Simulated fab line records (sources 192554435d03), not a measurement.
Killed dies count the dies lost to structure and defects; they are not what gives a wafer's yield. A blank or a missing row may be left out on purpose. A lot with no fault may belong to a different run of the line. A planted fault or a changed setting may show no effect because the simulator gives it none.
fab line records + flow n5_finfet
[record]
- lots = 9
- wafers = 26
- last_day = 17
route steps=1938 shown BEOL_M3@1013 BEOL_M4@1038
lots that met no fault: from a run of the same line without faults
start_h: hours from the record's first day to the start of the lot's first wafer shown + wait_h: hours since the lot's step before + " the same as in the row above + L1.1+2: a row that stands for several wafers + - no value present, or no start provided + * or withheld: withheld + < > ~ a bound
route shown NAME@n: a module of which the file shows steps, and the number in the route of the first + usual: average and standard deviation across the fault-free wafers + same: alike in all rows + chamber/n: place in a boat + sites: per-site readings + _std_site: their standard deviation + _edge_site: inner sites' mean taken away from outer sites' mean + radius_mm: how far each site lies from the wafer's centre + mask NAME#n: copy n + behind: the tool/chamber that last shaped the wafer + hold: reason for holding the lot/hours on hold/outcome of the hold + device: names the non-switching transistor (n, p or np) + end of line: tests of these same wafers at the route's end + step lacking rows: just its recipe + killed: at the first sort, the dies lost to defects and structure; wafer yield is something else + map: a wafer's dies, marking killed ones x, the rest . and places with no die _
set.NAME: the setting that was run; set.NAME@STEP: the one run at that earlier step + model.NAME: the simulator's own value behind a step, which no gauge read
steps of the route over a sample of lots; a table a step, a row a wafer
services: the hour from which a tool's chamber was out of use, counted from the record's first day as start_h (under 0 if before that day), plus the number of hours and why
[[steps]]
[step N5_BEOL_M3_CMP_52]
[recipe]
- stop_on = SiOC
- t_overpolish_s = 6.8
- down_force_psi = 1
- platen_rpm = 50
- clearing_platen_down_force_psi = 1.5
- clearing_platen_rpm = 50
- post_cmp_clean = cu_alkaline
- target_thk_nm = 40
- clearing_platen_pad_velocity_m_s = 0.99484
- pad_velocity_m_s = 0.99484
[usual]
- barrier_field_endpoint_s = 24.6/0.6
- motor_current_A = 6.1/0.75
- overpolish_run_s = 6.800/0.0079
- time_to_endpoint_s = 63/3
| lot.wafer | tool   | chamber | start_h | wait_h | barrier_field_endpoint_s | motor_current_A | overpolish_run_s | time_to_endpoint_s |
|-----------|--------|---------|---------|--------|--------------------------|-----------------|------------------|--------------------|
| L491.4    | cmp-02 | 1       | 158.74  | 0.1    | 24.5                     | 6.8             | 6.798            | 62                 |
| L491.2    | "      | 0       | "       | "      | 24.4                     | 5.7             | 6.805            | 61                 |
| L491.5    | "      | 2       | "       | "      | 23.9                     | 5.7             | 6.814            | 57                 |
| L492.1    | cmp-02 | 3       | 159.24  | 0.3    | 23.4                     | 6.2             | 6.800            | 59                 |
| L492.3    | "      | 1       | "       | "      | 24.0                     | 6.5             | 6.805            | 65                 |
| L492.6    | "      | 2       | "       | "      | 23.7                     | 5.6             | 6.805            | 57                 |
| L497.2    | cmp-03 | 2       | 189.55  | 0.3    | 23.8                     | 6.3             | 6.801            | 61                 |
| L497.3    | "      | 3       | "       | "      | 24.3                     | 6.4             | 6.801            | 61                 |
| L497.6    | "      | 0       | "       | "      | 25.1                     | 5.4             | 6.785            | 61                 |
| L501.1    | cmp-03 | 2       | 215.34  | 0.3    | 24.4                     | 6.1             | 6.801            | 62                 |
| L501.5    | "      | 0       | "       | "      | 24.6                     | 5.4             | 6.809            | 65                 |
| L501.6    | "      | 1       | "       | "      | 24.4                     | 6.3             | 6.799            | 69                 |
| L504.2    | cmp-02 | 1       | 232.62  | 0.3    | 25.3                     | 6.5             | 6.789            | 65                 |
| L504.6    | "      | 0       | "       | "      | 24.9                     | 5.7             | 6.810            | 63                 |
| L504.5    | "      | 1       | "       | "      | 25.1                     | 6.6             | 6.798            | 63                 |
| L509.1    | cmp-02 | 3       | 267.31  | 0.3    | 24.7                     | 6.2             | 6.803            | 64                 |
| L509.2    | "      | 0       | "       | "      | 24.6                     | 5.8             | 6.792            | 64                 |
| L509.6    | "      | 2       | "       | "      | 24.9                     | 5.5             | 6.800            | 59                 |
| L511.1    | cmp-03 | 1       | 282.14  | 0.4    | 24.3                     | 6.5             | 6.783            | 62                 |
| L511.6    | "      | 2       | "       | "      | 23.2                     | 6.1             | 6.803            | 55                 |
| L511.5    | "      | 3       | "       | "      | 23.9                     | 6.8             | 6.811            | 60                 |
| L513.1    | cmp-01 | 1       | 283.41  | 0.3    | 25.3                     | 6.5             | 6.792            | 64                 |
| L513.5    | "      | 2       | "       | "      | 25.3                     | 8.1             | 6.795            | 63                 |
| L512.2    | cmp-03 | 1       | 284.78  | 0.2    | 24.8                     | 6.5             | 6.787            | 65                 |
| L512.3    | "      | 0       | "       | "      | 24.8                     | 5.6             | 6.796            | 65                 |
| L512.5    | "      | 2       | "       | "      | 24.5                     | 6.8             | 6.797            | 59                 |
[step N5_BEOL_M3_RS_MEAS_58]
[recipe]
- thk_meas_gauge = four-point-probe
- reads = Co_of_BEOL_M3_CO_CAP_55+Cu_of_BEOL_M3_ECD_50+Co_of_BEOL_M3_CVD_47+TaN_of_BEOL_M3_ALD_84
[usual]
- M3_RS = 0.67/0.032
| lot.wafer | tool          | chamber | start_h | wait_h | M3_RS[ohm/sq] |
|-----------|---------------|---------|---------|--------|---------------|
| L491.2    | film_metro-01 | -       | 159.29  | 0.1    | 0.71          |
| L491.4    | "             | -       | "       | "      | 0.67          |
| L491.5    | "             | -       | "       | "      | 0.65          |
| L492.1    | film_metro-02 | -       | 159.75  | 0.0    | 0.74          |
| L492.3    | "             | -       | "       | "      | 0.70          |
| L492.6    | "             | -       | "       | "      | 0.71          |
| L497.2    | film_metro-02 | -       | 190.04  | 0.1    | 0.68          |
| L497.3    | "             | -       | "       | "      | 0.67          |
| L497.6    | "             | -       | "       | "      | 0.68          |
| L501.1    | film_metro-02 | -       | 215.84  | 0.1    | 0.73          |
| L501.5    | "             | -       | "       | "      | 0.67          |
| L501.6    | "             | -       | "       | "      | 0.68          |
| L504.2    | film_metro-02 | -       | 233.20  | 0.1    | 0.65          |
| L504.5    | "             | -       | "       | "      | 0.65          |
| L504.6    | "             | -       | "       | "      | 0.64          |
| L509.1    | film_metro-02 | -       | 267.80  | 0.1    | 0.65          |
| L509.2    | "             | -       | "       | "      | 0.68          |
| L509.6    | "             | -       | "       | "      | 0.66          |
| L511.1    | film_metro-02 | -       | 282.59  | 0.0    | 0.68          |
| L511.5    | "             | -       | "       | "      | 0.70          |
| L511.6    | "             | -       | "       | "      | 0.74          |
| L513.1    | film_metro-01 | -       | 283.97  | 0.0    | 0.65          |
| L513.5    | "             | -       | "       | "      | 0.63          |
| L512.2    | film_metro-01 | -       | 285.34  | 0.1    | 0.67          |
| L512.3    | "             | -       | "       | "      | 0.70          |
| L512.5    | "             | -       | "       | "      | 0.69          |
[step N5_BEOL_M4_ETCH_74]
[recipe]
- chemistry = N2/H2
- target = underlayer
- target_depth_a = 65
- mask_material = CAR-EUV
- time_s = 5.2
- ion_energy_ev = 200
- pressure_mtorr = 30
- source_w = 840
- bias_w = 150
- n2_flow_sccm = 200
- h2_flow_sccm = 200
- ends = cleared
[usual]
- drypump_motor_current_A = 5.7/0.42
- etch_rf_on_time_s = 5.15/0.14
- oes_product_au = 0.68/0.073
- rf_vpp_V = 524.1/2.7
- showerhead_plenum_p_Torr = 2.55/0.083
- throttle_valve_pct = 17.8/0.32
| lot.wafer | tool        | chamber | start_h | wait_h | drypump_motor_current_A | etch_rf_on_time_s | oes_product_au | rf_hours_counter_h | rf_vpp_V | showerhead_plenum_p_Torr | throttle_valve_pct |
|-----------|-------------|---------|---------|--------|-------------------------|-------------------|----------------|--------------------|----------|--------------------------|--------------------|
| L491.2    | rie_diel-01 | 0       | 163.31  | 0.0    | 5.0                     | 5.00              | 0.71           | 66                 | 521.7    | 2.47                     | 17.5               |
| L491.4    | "           | 1       | "       | "      | 5.6                     | 4.87              | 0.79           | 28                 | 525.4    | 2.59                     | 17.5               |
| L491.5    | "           | 2       | "       | "      | 5.8                     | 5.19              | 0.60           | -                  | 521.5    | 2.53                     | 18.5               |
| L492.1    | rie_diel-03 | 3       | 163.46  | 0.0    | 5.7                     | 5.23              | 0.71           | 89                 | 525.6    | 2.69                     | 17.9               |
| L492.3    | "           | 0       | "       | "      | 5.5                     | 5.37              | 0.57           | 242                | 518.0    | 2.40                     | 17.8               |
| L492.6    | "           | 2       | "       | "      | 5.9                     | 5.08              | 0.76           | -                  | 522.5    | 2.48                     | 17.7               |
| L497.2    | rie_diel-05 | 1       | 192.95  | 0.0    | 5.5                     | 5.24              | 0.62           | 202                | 523.1    | 2.51                     | 18.2               |
| L497.3    | "           | 0       | "       | "      | 5.6                     | 5.37              | 0.69           | 71                 | 527.1    | 2.67                     | 17.4               |
| L497.6    | "           | 3       | "       | "      | 5.6                     | 5.21              | 0.62           | -                  | 523.9    | 2.53                     | 18.0               |
| L501.1    | rie_diel-03 | 3       | 218.65  | 0.0    | 5.6                     | 5.15              | 0.69           | 113                | 527.0    | 2.68                     | 18.0               |
| L501.5    | "           | 3       | "       | "      | 5.6                     | 5.19              | 0.69           | -                  | 527.1    | 2.68                     | 18.0               |
| L501.6    | "           | 1       | "       | "      | 6.7                     | 5.02              | 0.75           | -                  | 521.6    | 2.47                     | 17.6               |
| L504.2    | rie_diel-01 | 2       | 235.42  | 0.0    | 5.8                     | 5.30              | 0.59           | 248                | 523.0    | 2.52                     | 18.5               |
| L504.5    | "           | 1       | "       | "      | 5.6                     | 4.93              | 0.75           | -                  | 524.6    | 2.58                     | 17.6               |
| L504.6    | "           | 0       | "       | "      | 5.0                     | 5.14              | 0.69           | -                  | 523.8    | 2.46                     | 17.5               |
| L509.1    | rie_diel-03 | 3       | 270.10  | 0.0    | 5.6                     | 5.20              | 0.68           | 133                | 527.2    | 2.67                     | 18.0               |
| L509.2    | "           | 2       | "       | "      | 5.9                     | 6.97              | 0.61           | 71                 | 519.9    | 2.46                     | 17.7               |
| L509.6    | "           | 2       | "       | "      | 6.0                     | 5.05              | 0.70           | -                  | 523.6    | 2.46                     | 17.8               |
| L511.1    | rie_diel-01 | 1       | 283.88  | 0.0    | 5.6                     | 4.96              | 0.72           | 73                 | 524.6    | 2.57                     | 17.6               |
| L511.5    | "           | 1       | "       | "      | 5.6                     | 4.93              | 0.72           | -                  | 525.4    | 2.57                     | 17.6               |
| L511.6    | "           | 0       | "       | "      | 5.1                     | 5.11              | 0.67           | -                  | 521.8    | 2.45                     | 17.6               |
| L513.1    | rie_diel-05 | 1       | 285.21  | 0.0    | 5.5                     | 5.23              | 0.60           | 237                | 523.7    | 2.50                     | 18.3               |
| L513.5    | "           | 3       | "       | "      | 5.6                     | 5.17              | 0.59           | -                  | 524.7    | 2.51                     | 18.1               |
| L512.2    | rie_diel-01 | 2       | 287.05  | 0.0    | 5.8                     | 5.17              | 0.83           | 8                  | 523.8    | 2.51                     | 18.1               |
| L512.3    | "           | 3       | "       | "      | 5.2                     | 5.18              | 0.68           | 92                 | 519.6    | 2.46                     | 17.9               |
| L512.5    | "           | 2       | "       | "      | 5.8                     | 5.24              | 0.82           | -                  | 520.9    | 2.51                     | 18.0               |
[step N5_BEOL_M4_HM_OPEN_17]
[recipe]
- chemistry = Cl2/BCl3
- target_depth_a = 200
- overetch_a = 60
- target = TiN
- mask_material = SOC
- ion_energy_ev = 150
- pressure_mtorr = 10
- icp_w = 1000
- bias_w = 126
- Cl2_flow_sccm = 53.25
- bcl3_flow_sccm = 21.75
- Ar_flow_sccm = 25
[usual]
- drypump_motor_current_A = 5.9/0.45
- mfc_ar_sccm = 25.01/0.077
- oes_product_au = 0.63/0.093
- throttle_valve_pct = 22.24/0.29
| lot.wafer | tool         | chamber | start_h | wait_h | drypump_motor_current_A | mfc_ar_sccm | oes_product_au | rf_hours_counter_h | throttle_valve_pct |
|-----------|--------------|---------|---------|--------|-------------------------|-------------|----------------|--------------------|--------------------|
| L491.2    | rie_metal-01 | 1       | 163.53  | 0.0    | 6.5                     | 24.99       | 0.51           | 123                | 22.64              |
| L491.4    | "            | 0       | "       | "      | 6.4                     | 25.07       | 0.65           | -                  | 22.08              |
| L491.5    | "            | 1       | "       | "      | 6.5                     | 24.98       | 0.51           | -                  | 22.66              |
| L492.1    | rie_metal-02 | 0       | 163.68  | 0.0    | 6.0                     | 24.91       | 0.66           | 39                 | 22.13              |
| L492.3    | "            | 1       | "       | "      | 5.2                     | 25.07       | 0.50           | -                  | 22.40              |
| L492.6    | "            | 1       | "       | "      | 5.1                     | 25.04       | 0.50           | -                  | 22.39              |
| L497.2    | rie_metal-02 | 0       | 193.16  | 0.0    | 6.0                     | 24.96       | 0.66           | 43                 | 22.15              |
| L497.3    | "            | 1       | "       | "      | 5.1                     | 24.98       | 0.50           | -                  | 22.39              |
| L497.6    | "            | 0       | "       | "      | 6.0                     | 25.09       | 0.66           | -                  | 22.15              |
| L501.1    | rie_metal-01 | 1       | 218.86  | 0.0    | 6.5                     | 25.07       | 0.51           | 129                | 22.66              |
| L501.5    | "            | 1       | "       | "      | 6.5                     | 25.01       | 0.51           | -                  | 22.66              |
| L501.6    | "            | 1       | "       | "      | 6.5                     | 25.11       | 0.51           | -                  | 22.67              |
| L504.2    | rie_metal-02 | 0       | 235.67  | 0.1    | 6.0                     | 24.94       | 0.65           | -                  | 22.16              |
| L504.5    | "            | 0       | "       | "      | 6.0                     | 24.94       | 0.64           | -                  | 22.13              |
| L504.6    | "            | 0       | "       | "      | 6.0                     | 24.82       | 0.65           | -                  | 22.16              |
| L509.1    | rie_metal-03 | 1       | 270.31  | 0.0    | 5.9                     | 24.92       | 0.73           | 16                 | 21.73              |
| L509.2    | "            | 0       | "       | "      | 5.6                     | 25.04       | 0.57           | 91                 | 22.43              |
| L509.6    | "            | 1       | "       | "      | 5.9                     | 25.00       | 0.73           | -                  | 21.74              |
| L511.1    | rie_metal-01 | 1       | 284.09  | 0.0    | 6.5                     | 25.01       | 0.77           | 4                  | 22.28              |
| L511.5    | "            | 0       | "       | "      | 6.4                     | 24.88       | 0.62           | -                  | 22.10              |
| L511.6    | "            | 1       | "       | "      | 6.5                     | 24.96       | 0.77           | -                  | 22.27              |
| L513.1    | rie_metal-01 | 0       | 285.43  | 0.0    | 6.4                     | 25.06       | 0.62           | 59                 | 22.08              |
| L513.5    | "            | 0       | "       | "      | 6.4                     | 25.06       | 0.62           | -                  | 22.10              |
| L512.2    | rie_metal-03 | 1       | 287.27  | 0.0    | 5.9                     | 24.94       | 0.73           | 18                 | 21.72              |
| L512.3    | "            | 0       | "       | "      | 5.5                     | 24.92       | 0.59           | -                  | 22.41              |
| L512.5    | "            | 1       | "       | "      | 5.8                     | 25.02       | 0.73           | -                  | 21.73              |
[step N5_BEOL_M4_RC_MEAS_101]
[usual]
- DIBL_N = 37.1/1.9
- DIBL_P = 37.2/2.3
- IOFF_N = 0.18/0.04
- IOFF_P = 0.23/0.044
- ION_N = 682/11
- ION_P = 468/8.6
- SS_N = 71.9/0.68
- SS_P = 73.5/0.74
- VT_N = 248/3.4
- VT_P = -248/3.4
| lot.wafer | tool      | chamber | start_h | wait_h | DIBL_N[mV/V] | DIBL_P[mV/V] | IOFF_N[nA/um] | IOFF_P[nA/um] | ION_N[uA/um] | ION_P[uA/um] | SS_N[mV/dec] | SS_P[mV/dec] | VT_N[mV] | VT_P[mV] |
|-----------|-----------|---------|---------|--------|--------------|--------------|---------------|---------------|--------------|--------------|--------------|--------------|----------|----------|
| L491.2    | prober-01 | 0       | 170.05  | 0.2    | 38.1         | 37.9         | 0.19          | 0.25          | 676          | 471          | 71.6         | 73.4         | 248      | -247     |
| L491.4    | "         | 0       | "       | "      | 35.5         | 34.4         | 0.13          | 0.20          | 668          | 460          | 71.4         | 72.3         | 254      | -250     |
| L491.5    | "         | 0       | "       | "      | 38.4         | 37.7         | 0.19          | 0.25          | 679          | 465          | 72.1         | 73.3         | 250      | -248     |
| L492.1    | prober-02 | 0       | 170.25  | 0.0    | 39.1         | 38.0         | 0.19          | 0.24          | 673          | 463          | 72.1         | 74.4         | 250      | -250     |
| L492.3    | "         | 0       | "       | "      | 36.4         | 34.9         | 0.14          | 0.20          | 675          | 468          | 71.3         | 73.4         | 251      | -251     |
| L492.6    | "         | 0       | "       | "      | 38.4         | 36.1         | 0.16          | 0.22          | 668          | 461          | 72.4         | 73.8         | 248      | -249     |
| L497.2    | prober-01 | 0       | 200.67  | 0.2    | 33.4         | 32.2         | 0.12          | 0.17          | 669          | 460          | 71.7         | 71.5         | 251      | -250     |
| L497.3    | "         | 0       | "       | "      | 37.4         | 36.3         | 0.18          | 0.22          | 675          | 459          | 71.8         | 72.9         | 251      | -248     |
| L497.6    | "         | 0       | "       | "      | 34.6         | 34.1         | 0.14          | 0.19          | 674          | 462          | 71.1         | 72.6         | 252      | -249     |
| L501.1    | prober-01 | 0       | 226.21  | 0.0    | 36.6         | 38.5         | 0.17          | 0.20          | 685          | 461          | 71.6         | 74.0         | 249      | -254     |
| L501.5    | "         | 0       | "       | "      | 34.3         | 37.1         | 0.14          | 0.18          | 676          | 461          | 70.7         | 73.0         | 254      | -251     |
| L501.6    | "         | 0       | "       | "      | 34.6         | 35.9         | 0.14          | 0.17          | 675          | 456          | 71.0         | 72.0         | 251      | -255     |
| L504.2    | prober-01 | 0       | 242.67  | 0.2    | 36.4         | 36.6         | 0.16          | 0.24          | 687          | 478          | 71.4         | 72.7         | 245      | -246     |
| L504.5    | "         | 0       | "       | "      | 37.9         | 37.9         | 0.20          | 0.28          | 696          | 480          | 71.8         | 73.4         | 245      | -246     |
| L504.6    | "         | 0       | "       | "      | 37.2         | 36.3         | 0.18          | 0.24          | 676          | 460          | 71.7         | 73.3         | 248      | -246     |
| L509.1    | prober-01 | 0       | 280.75  | 0.0    | 38.3         | 37.5         | 0.19          | 0.26          | 698          | 484          | 71.2         | 74.0         | 245      | -244     |
| L509.2    | "         | 0       | "       | "      | 40.2         | 38.8         | 0.24          | 0.30          | 688          | 465          | 72.5         | 74.3         | 244      | -245     |
| L509.6    | "         | 0       | "       | "      | 40.9         | 40.6         | 0.25          | 0.33          | 693          | 476          | 72.6         | 73.9         | 244      | -244     |
| L511.1    | prober-01 | 0       | 292.97  | 0.0    | 37.6         | 40.2         | 0.21          | 0.29          | 688          | 473          | 72.1         | 74.6         | 246      | -246     |
| L511.5    | "         | 0       | "       | "      | 37.4         | 39.5         | 0.19          | 0.26          | 681          | 464          | 71.8         | 74.0         | 247      | -246     |
| L511.6    | "         | 0       | "       | "      | 41.7         | 43.6         | 0.32          | 0.37          | 699          | 477          | 73.5         | 75.8         | 240      | -244     |
| L513.1    | prober-01 | 0       | 294.81  | 0.0    | 36.3         | 37.3         | 0.19          | 0.26          | 689          | 471          | 72.2         | 73.4         | 246      | -245     |
| L513.5    | "         | 0       | "       | "      | 32.8         | 33.6         | 0.13          | 0.20          | 652          | 457          | 71.2         | 71.7         | 253      | -250     |
| L512.2    | prober-02 | 0       | 295.52  | 0.2    | 35.7         | 36.0         | 0.16          | 0.20          | 685          | 469          | 70.9         | 73.0         | 248      | -250     |
| L512.3    | "         | 0       | "       | "      | 40.3         | 39.2         | 0.23          | 0.24          | 684          | 461          | 72.7         | 74.4         | 245      | -252     |
| L512.5    | "         | 0       | "       | "      | 36.5         | 36.0         | 0.16          | 0.20          | 685          | 468          | 71.6         | 73.3         | 249      | -253     |
[[services]]
| tool         | chamber | start_h | hours | kind                           |
|--------------|---------|---------|-------|--------------------------------|
| cmp-01       | -       | 135.13  | 4.9   | pm                             |
| cmp-01       | -       | 148.55  | 0.2   | repair                         |
| rie_diel-03  | 0       | 168.28  | 7.7   | repair                         |
| cmp-02       | -       | 178.01  | 4.0   | pm                             |
| rie_diel-01  | -       | 178.16  | 0.7   | repair                         |
| cmp-02       | -       | 182.01  | -     | consumable_replace:conditioner |
| cmp-02       | -       | 182.01  | -     | consumable_replace:pad         |
| cmp-03       | -       | 184.14  | 4.0   | pm                             |
| cmp-03       | -       | 188.14  | -     | consumable_replace:conditioner |
| cmp-03       | -       | 188.14  | -     | consumable_replace:pad         |
| cmp-02       | -       | 210.96  | 1.2   | repair                         |
| cmp-01       | -       | 211.87  | 4.0   | pm                             |
| rie_diel-05  | 1       | 213.01  | 3.8   | repair                         |
| rie_metal-01 | 0       | 214.85  | 8.2   | repair                         |
| rie_metal-02 | -       | 220.54  | 1.9   | repair                         |
| rie_metal-03 | 1       | 241.17  | 12.5  | repair                         |
| rie_diel-05  | 2       | 241.53  | 4.6   | repair                         |
| rie_diel-01  | 2       | 242.59  | -     | clean                          |
| cmp-02       | -       | 256.81  | 4.4   | pm                             |
| rie_metal-02 | 0       | 259.68  | 4.2   | repair                         |
| cmp-01       | -       | 260.65  | 4.2   | repair                         |
| cmp-03       | -       | 269.63  | 1.2   | repair                         |
| rie_diel-03  | 0       | 277.30  | 4.8   | repair                         |
| cmp-01       | -       | 286.22  | 19.7  | repair                         |
[[key]]
[first_sign]
- step = N5_BEOL_M4_ETCH_74
- reading = etch_rf_on_time_s
- direction = up
- sigmas = 13
- usual = *
- struck = *
effect none on later readings
met_at N5_BEOL_M4_ETCH_74
struck_lots L509
struck_wafers L509.2
not_acting_at N5_BEOL_M3_CMP_52,N5_BEOL_M3_RS_MEAS_58,N5_BEOL_M4_HM_OPEN_17
onset_between 218.65 270.10
[fault]
- kind = process_parameter_drift
- tool = rie_diel-03
- chamber = -
- onset_h = 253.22
- steps = N5_BEOL_M4_ETCH_74
- channel = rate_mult
- offset = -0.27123
- shape = step
- end_h = 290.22
- scope = struck_wafers_only
